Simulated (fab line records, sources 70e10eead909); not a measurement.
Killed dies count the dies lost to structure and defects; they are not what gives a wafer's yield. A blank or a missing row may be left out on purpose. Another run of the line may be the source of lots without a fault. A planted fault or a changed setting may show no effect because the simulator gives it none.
Which of the tools did it? | flow nand-harc | 18 wafers from 6 lots sampled at 2 of the route's 1159 steps

## WHAT THE GAUGES READ, wafer by wafer
NHARC_P_ZERO_WELL_CD_MEAS_24: the cd target is 720 nm.
lot  | measured    | on        | cd-nm (nm)
L669 | day 1 20:25 | cd-sem-02 | 719.5 721.3 720.7
L671 | day 2 08:28 | cd-sem-03 | 718.3 719.5 720.2
L675 | day 3 08:36 | cd-sem-03 | 721.1 722.2 720.0
L679 | day 4 08:38 | cd-sem-02 | 721.6 723.0 723.0
L687 | day 6 08:35 | cd-sem-02 | 722.3 723.7 722.5
L689 | day 6 20:28 | cd-sem-02 | 719.6 721.2 723.1

## WHICH TOOL RAN EACH LOT (tool, then ch and the chambers of the sampled wafers, then the start)
lot  | NHARC_P_ZERO_WELL_EXPOSE_21
L669 | krf-scanner-03 ch 0, day 1 20:16
L671 | krf-scanner-03 ch 0, day 2 08:18
L675 | krf-scanner-03 ch 0, day 3 08:26
L679 | krf-scanner-03 ch 0, day 4 08:29
L687 | krf-scanner-03 ch 0, day 6 08:26
L689 | krf-scanner-03 ch 0, day 6 20:19
- NHARC_P_ZERO_WELL_EXPOSE_21: exposes mask P NWELL, target cd 720 nm.

## THE ANSWER, worked out from the rows above alone
Rule: the usual values come from the lots themselves. The widest of any qualifying gaps counts: lots, ordered by their means at a reading, are off when they make up no more than a third of the lots, leave a main group of 4 or more, and stand apart from it by 3 or more times the standard deviation of that group's means. A main group whose means are all the same, to the digits that the tables above print for the reading, isn't used. Also off: a lot with no number at a reading for which 4 or more lots have one. Any other lot the step has rows for is counted as sound.
None of the lots is off at any reading shown; this tells nothing.

## WHAT THE SIMULATOR HAD PUT IN
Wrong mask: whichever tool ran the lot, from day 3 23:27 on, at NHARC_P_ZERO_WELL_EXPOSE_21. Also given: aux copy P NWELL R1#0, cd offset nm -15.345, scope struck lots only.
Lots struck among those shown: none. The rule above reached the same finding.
